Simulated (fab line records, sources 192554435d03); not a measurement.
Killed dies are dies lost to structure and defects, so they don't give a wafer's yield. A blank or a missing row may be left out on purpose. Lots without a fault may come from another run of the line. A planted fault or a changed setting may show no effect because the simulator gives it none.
Split-lot experiment | flow n5_finfet | 7 lots, 39 wafers read, on a route of 1938 steps

THE SPLIT
At N5_BEOL_M10_TRENCH_ETCH_37 (etches SiCOH lowk in C4F6/O2, target depth 148.83 nm, time 48 s), the setting target_depth_a was moved away from the recipe's 1488.3 angstrom on 15 of the 39 wafers read, by -54.9% to +46.0%. The other wafers ran this setting at the recipe's value.

FROM THE SPLIT TO THE READING: what the file shows between them, 11 steps
- N5_BEOL_M10_ETCH_41: etches SiCN in CH3F/O2, target depth 42.6 nm, time 86 s
- N5_BEOL_M10_STRIP_77: strips in N2/H2, time 10 s
- N5_BEOL_M10_OCD_MEAS_38
- N5_BEOL_M10_HM_STRIP_39: strips TiN in peroxide tin strip, target depth 25 nm, time 158 s
- N5_BEOL_M10_SRD_40: time 30 s
- N5_BEOL_M10_ECD_50: material Cu, target thk 318 nm
- N5_BEOL_M10_ANNEAL_51: time 90 s
- N5_BEOL_M10_CMP_52: polishes, stops on SiCOH lowk, t overpolish 7 s, target thk 140 nm
- N5_BEOL_M10_THK_MEAS_53: measures by xrf
- N5_BEOL_M10_PRE_CLEAN_55: time 15 s
- N5_BEOL_M10_DEP_56: deposits SiCN from 3MS/NH3, target thk 15 nm, time 26.5 s

THE READING
M10_RS, in ohm/sq, at N5_BEOL_M10_RS_MEAS_57 (measures by four-point-probe). Fault-free wafers of this fab line usually give 0.150 ohm/sq, standard deviation 0.0041 ohm/sq.

wafer  | tool, chamber at the split | target_depth_a as run, angstrom | against the recipe | M10_RS, ohm/sq | against lot-mates on the recipe
L074.1 | rie_diel-02, 2             | 1488.3                          | recipe             | 0.153          | -
L074.2 | rie_diel-02, 0             | 1727                            | +16.0%             | 0.128          | -0.024
L074.3 | rie_diel-02, 1             | 1488.3                          | recipe             | 0.152          | -
L074.4 | rie_diel-02, 3             | 1727                            | +16.0%             | 0.122          | -0.030
L074.5 | rie_diel-02, 2             | 1488.3                          | recipe             | 0.152          | -
L074.6 | rie_diel-02, 1             | 1727                            | +16.0%             | 0.128          | -0.024
L075.1 | rie_diel-04, 2             | 1488.3                          | recipe             | 0.153          | -
L075.2 | rie_diel-04, 0             | 1488.3                          | recipe             | 0.152          | -
L075.3 | rie_diel-04, 1             | 1488.3                          | recipe             | 0.146          | -
L075.4 | rie_diel-04, 3             | 1488.3                          | recipe             | 0.143          | -
L075.5 | rie_diel-04, 0             | 1488.3                          | recipe             | 0.149          | -
L075.6 | rie_diel-04, 1             | 1488.3                          | recipe             | 0.146          | -
L078.1 | rie_diel-04, 3             | 1488.3                          | recipe             | 0.146          | -
L078.2 | rie_diel-04, 1             | 671.2                           | -54.9%             | 0.390          | +0.241
L078.3 | rie_diel-04, 2             | 671.2                           | -54.9%             | 0.439          | +0.290
L078.4 | rie_diel-04, 0             | 671.2                           | -54.9%             | 0.419          | +0.270
L078.5 | rie_diel-04, 3             | 1488.3                          | recipe             | 0.145          | -
L078.6 | rie_diel-04, 2             | 1488.3                          | recipe             | 0.157          | -
L081.1 | rie_diel-02, 3             | 1488.3                          | recipe             | 0.147          | -
L081.2 | rie_diel-02, 2             | 2173                            | +46.0%             | 0.100          | -0.047
L081.3 | rie_diel-02, 1             | 2173                            | +46.0%             | 0.098          | -0.049
L081.4 | rie_diel-02, 3             | 1488.3                          | recipe             | 0.144          | -
L081.5 | rie_diel-02, 1             | 1488.3                          | recipe             | 0.149          | -
L081.6 | rie_diel-02, 2             | 2173                            | +46.0%             | 0.101          | -0.046
L080.1 | rie_diel-02, 2             | 1488.3                          | recipe             | 0.153          | -
L080.2 | rie_diel-02, 1             | 1944                            | +30.6%             | 0.114          | -0.035
L080.3 | rie_diel-02, 3             | 1488.3                          | recipe             | 0.146          | -
L080.4 | rie_diel-02, 2             | 1944                            | +30.6%             | 0.113          | -0.036
L080.5 | rie_diel-02, 3             | 1488.3                          | recipe             | 0.147          | -
L080.6 | rie_diel-02, 1             | 1944                            | +30.6%             | 0.113          | -0.036
L086.1 | rie_diel-04, 3             | 899.1                           | -39.6%             | 0.270          | +0.119
L086.2 | rie_diel-04, 2             | 1488.3                          | recipe             | 0.153          | -
L086.3 | rie_diel-04, 1             | 899.1                           | -39.6%             | 0.260          | +0.109
L086.4 | rie_diel-04, 2             | 1488.3                          | recipe             | 0.155          | -
L086.5 | rie_diel-04, 3             | 899.1                           | -39.6%             | 0.272          | +0.121
L086.6 | rie_diel-04, 1             | 1488.3                          | recipe             | 0.145          | -
L091.1 | rie_diel-06, 3             | 1488.3                          | recipe             | 0.150          | -
L091.4 | rie_diel-06, 1             | 1488.3                          | recipe             | 0.147          | -
L091.6 | rie_diel-06, 3             | 1488.3                          | recipe             | 0.149          | -

THE FIT
A straight line over all 39 wafers: M10_RS changes by -0.00292 ohm/sq for each +1% of target_depth_a; r = -0.89; the points scatter about the line by 0.037 ohm/sq.
The same after taking each lot's own level away (the mean of its wafers on the recipe; 39 wafers): -0.0029 ohm/sq for each +1%; r = -0.89; scatter 0.037 ohm/sq.
On that fit, the largest move of target_depth_a shifts the reading by 0.16 ohm/sq.
The lots' own levels span 0.1467 to 0.1523 ohm/sq, that is 1.4 times the standard deviation above.
So the lot-to-lot level changes the slope little: the two slopes agree.
Check: with one of the wafers moved furthest among these (-54.9%) left out of the fit, the line predicts +0.169 ohm/sq for it against its lot-mates. It came out at +0.241 ohm/sq against them.

THE WHOLE CHAIN: every reading that the file lists as answering this split, in the file's order
step                       | what it does                                                       | reading                                                                           | change (the file's fit)                | r (the file's)
N5_BEOL_M10_TRENCH_ETCH_37 | etches SiCOH lowk in C4F6/O2, target depth 148.83 nm, time 48 s    | BEOL_M10.feature_depth_nm (the simulator's own value, which no gauge read)        | +1.44 nm for each +1% of the setting   | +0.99
N5_BEOL_M10_TRENCH_ETCH_37 | etches SiCOH lowk in C4F6/O2, target depth 148.83 nm, time 48 s    | etch.depth_nm (the simulator's own value, which no gauge read)                    | +1.44 nm for each +1% of the setting   | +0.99
N5_BEOL_M10_TRENCH_ETCH_37 | etches SiCOH lowk in C4F6/O2, target depth 148.83 nm, time 48 s    | TiN_of_BEOL_M10_HM_DEP_02.thk_nm (the simulator's own value, which no gauge read) | -0.0386 nm for each +1% of the setting | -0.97
N5_BEOL_M10_OCD_MEAS_38    |                                                                    | trench_depth_nm                                                                   | +1.43 nm for each +1% of the setting   | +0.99
N5_BEOL_M10_CMP_52         | polishes, stops on SiCOH lowk, t overpolish 7 s, target thk 140 nm | Cu_of_BEOL_M10_ECD_50.thk_nm (the simulator's own value, which no gauge read)     | +1.42 nm for each +1% of the setting   | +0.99
N5_BEOL_M10_THK_MEAS_53    | measures by xrf                                                    | M10_THK                                                                           | +1.42 for each +1% of the setting      | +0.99
N5_BEOL_M10_RS_MEAS_57     | measures by four-point-probe                                       | M10_RS                                                                            | -0.0029 for each +1% of the setting    | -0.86

THE FILE'S OWN FIT
M10_RS changes by -0.0029 ohm/sq for each +1% of target_depth_a, r = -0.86.
